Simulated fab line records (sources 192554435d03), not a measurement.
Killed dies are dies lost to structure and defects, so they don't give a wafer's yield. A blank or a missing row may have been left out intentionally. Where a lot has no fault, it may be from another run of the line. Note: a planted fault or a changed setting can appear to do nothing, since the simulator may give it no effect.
Comparing a struck lot with a sound one | flow n5_finfet | 37 steps out of a route of 1938
Sound: wafers L427.3, L427.4, L427.6. The struck wafers were L416.1, L416.5, L416.6. At the end, the cause is stated.
At each step with rows: each side's tool, then ch and its chambers, then its first start. Under that, the readings that differ: sound wafers | struck wafers | difference of the means | sigmas: that difference in standard deviations of wafers without a fault.
alike: same words and numbers on both sides, and readings whose means sit less than 2 such deviations apart. not compared: any withheld reading, any reading some wafer has no value for, any bound like >300 that may hide the same value, and any number with overlapping values for which the record gives no deviation.
The two part at a step that has a row with sigmas, a row that says differs or no value, or rows on one side only. When numbers do not overlap yet have no deviation, they are printed without sigmas and do not part them. Lack of a reading on every wafer of one side parts them only where that side has two or more wafers.

first, 9 steps without rows for these wafers: N5_BEOL_M4_ANNEAL_95 (time 240 s); N5_BEOL_M4_SPUTTER_96 (material Cu, target thk 4.5 nm, time 8.29 s); N5_BEOL_M4_ECD_50 (material Cu, target thk 300 nm); N5_BEOL_M4_ANNEAL_51 (time 90 s); N5_BEOL_M4_CMP_52 (polishes, stops on SiOC, t overpolish 6.8 s, target thk 40 nm); N5_BEOL_M4_PRE_CLEAN_60 (time 15 s); N5_BEOL_M4_CO_CAP_55 (material Co, precursor CCTBA/H2, target thk 2 nm, time 102.1 s); N5_BEOL_M4_PRE_CLEAN_56 (time 15 s); N5_BEOL_M4_DEP_57 (deposits SiCN from 3MS/NH3, target thk 8 nm, time 14 s).
N5_BEOL_M4_RC_MEAS_101:
  sound on prober-02 ch 0, day 14 07:01; struck on prober-02 ch 0, day 11 20:43
  alike: DIBL_N, DIBL_P, IOFF_N, IOFF_P, ION_N, ION_P, SS_N, SS_P, VT_N, VT_P
then, 24 steps without rows for these wafers: N5_BEOL_M5_ILD_DEP_00 (deposits SiCOH lowk from DEMS/porogen, target thk 140.64 nm, time 25.9 s); N5_BEOL_M5_CURE_79 (cures SiCOH lowk, time 240 s); N5_BEOL_M5_PECVD_70 (deposits SiO2 from TEOS/O2, target thk 16 nm, time 18 s); N5_BEOL_M5_HM_DEP_02 (deposits TiN, target thk 20 nm); N5_BEOL_M5_COAT_59 (time 60 s, resist thk 60 nm); N5_BEOL_M5_COAT_60 (time 60 s, resist thk 12 nm); N5_BEOL_M5_COAT_71 (time 60 s, resist thk 5 nm); N5_BEOL_M5_COAT_05 (resist thk 30 nm); N5_BEOL_M5_EBR_07; N5_BEOL_M5_SOFTBAKE_06 (time 60 s); N5_BEOL_M5_EXPOSE_08 (exposes mask M5, target cd 28 nm); N5_BEOL_M5_PEB_09 (peb time 60 s); N5_BEOL_M5_DEVELOP_10 (develop time 30 s); N5_BEOL_M5_DESCUM_16 (chemistry O2, time 7 s); N5_BEOL_M5_ETCH_72 (etches underlayer in N2/H2, target depth 6.5 nm, time 5.2 s); N5_BEOL_M5_ETCH_61 (etches SiARC in CF4, target depth 15.6 nm, time 26 s); N5_BEOL_M5_ETCH_62 (etches SOC in N2/H2, target depth 75 nm, overetch 15 nm, time 112.5 s); N5_BEOL_M5_STRIP_63 (strips in N2/H2); N5_BEOL_M5_STRIP_73 (strips in N2/H2); N5_BEOL_M5_STRIP_64 (strips in CF4); N5_BEOL_M5_HM_OPEN_17 (chemistry Cl2/BCl3, target TiN, target depth 20 nm, overetch 6 nm); N5_BEOL_M5_STRIP_19 (strips in O2); N5_BEOL_M5_COAT_65 (time 60 s, resist thk 60 nm); N5_BEOL_M5_COAT_66 (time 60 s, resist thk 12 nm).
N5_BEOL_M8_ETCH_66: etches SOC in N2/H2, target depth 80 nm, overetch 16 nm, time 120 s.
  sound on rie_diel-05 ch 1,3, day 15 18:43; struck on rie_diel-02 ch 2,3, day 13 04:33
  no value came back on the struck wafers for any of 8 readings (bias_w (W), chamber_pressure_mTorr (mTorr) and others); on the sound wafers bias_w (W) reads 149.8 150.1 150.1
  reading                                         | sound       | struck       | difference | sigmas
  model.CAR-EUV_of_BEOL_M8_COAT_22.thk_nm (nm)    | 0 0 0       | 11.2 11.2 11 | +11.1      |
  model.SiARC_of_BEOL_M8_COAT_64.thk_nm (nm)      | 6.4 6.2 6.4 | 12 12 12     | +6         |
  model.underlayer_of_BEOL_M8_COAT_71.thk_nm (nm) | 0 0 0       | 5 5 5        | +5         |
  not compared: rf_hours_counter_h
N5_BEOL_M8_VIA_ETCH_34: etches SiCOH lowk in C4F6/O2, target depth 125.5 nm, time 50.5 s.
  sound on rie_diel-05 ch 1,3, day 15 18:49; struck on rie_diel-02 ch 2,3, day 13 04:39
  reading               | sound          | struck         | difference | sigmas
  oes_product_au (a.u.) | 0.87 0.94 0.95 | 0.29 0.29 0.32 | -0.62      | -7
  alike: C4F6_flow_sccm, O2_flow_sccm, drypump_motor_current_A, oes_f_703_au, oes_o_777_au, rf_vpp_V, showerhead_plenum_p_Torr, throttle_valve_pct
  not compared: rf_hours_counter_h
-- a jump in the record: the struck wafers' starts before and after are 3 days apart (it breaks off in module BEOL_M8 and resumes in module PASSIVATION, where the first step shown is number 1936 of the route) --
N5_PASSIVATION_PROBE_49:
  only the struck wafers here have rows in the record (prober-01, day 16 02:13); the sound ones have none

WHERE THEY PART
First at N5_BEOL_M8_ETCH_66; last, within this record, at N5_PASSIVATION_PROBE_49.

WHY: what the simulator had put in
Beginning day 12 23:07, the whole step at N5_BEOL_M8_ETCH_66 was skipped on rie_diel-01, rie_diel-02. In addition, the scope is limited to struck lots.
